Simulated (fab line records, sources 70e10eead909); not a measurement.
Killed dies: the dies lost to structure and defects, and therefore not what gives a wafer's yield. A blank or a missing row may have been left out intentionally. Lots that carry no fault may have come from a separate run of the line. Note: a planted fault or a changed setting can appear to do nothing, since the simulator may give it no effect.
Matching of chambers || flow nandHarc || 4 sister chambers for NHARC_A_WL_FILL_ALD_00 on aldHk-03
The step deposits Al2O3, target thk 3 nm, pulse time 3 s, ald cycles 30. 4 wafers are shown with their chamber, then 8 later ones without.

== WAFERS, EACH WITH ITS CHAMBER ==
{"wafer": "L551.1", "chamber": 1, "heaterPowerW (W)": 486}
{"wafer": "L551.2", "chamber": 2, "heaterPowerW (W)": 540}
{"wafer": "L551.3", "chamber": 3, "heaterPowerW (W)": 423}
{"wafer": "L552.2", "chamber": 0, "heaterPowerW (W)": 443}

== WAFERS WHOSE CHAMBER IS MISSING ==
{"wafer": "L552.5", "heaterPowerW (W)": 455}
{"wafer": "L552.6", "heaterPowerW (W)": 496}
{"wafer": "L550.1", "heaterPowerW (W)": 542}
{"wafer": "L550.2", "heaterPowerW (W)": 447}
{"wafer": "L550.5", "heaterPowerW (W)": 409}
{"wafer": "L553.1", "heaterPowerW (W)": 422}
{"wafer": "L553.3", "heaterPowerW (W)": 501}
{"wafer": "L553.5", "heaterPowerW (W)": 537}

== WHICH CHAMBER EACH WENT THROUGH ==
{"wafer": "L552.5", "from the rows above": 0, "in truth": 0}
{"wafer": "L552.6", "from the rows above": 1, "in truth": 1}
{"wafer": "L550.1", "from the rows above": 2, "in truth": 2}
{"wafer": "L550.2", "from the rows above": 0, "in truth": 0}
{"wafer": "L550.5", "from the rows above": 3, "in truth": 3}
{"wafer": "L553.1", "from the rows above": 3, "in truth": 3}
{"wafer": "L553.3", "from the rows above": 1, "in truth": 1}
{"wafer": "L553.5", "from the rows above": 2, "in truth": 2}
Correct placement for 8 of the 8. From these rows, 0 cannot be placed. 0 placed wrongly.
How it was worked out, from the rows above alone: a wafer's distance from a chamber is the root of the sum, over the readings, of the square of ((its reading less the chamber's mean) divided by the reading's scatter). The wafer belongs to the nearest chamber; if the next one is less than 2 further off, it can't be placed. Each chamber's mean is taken over the wafers shown for it. The scatter: with one shown wafer a chamber, the root of the mean of the squares of how far each hidden wafer lies from its nearest shown one.
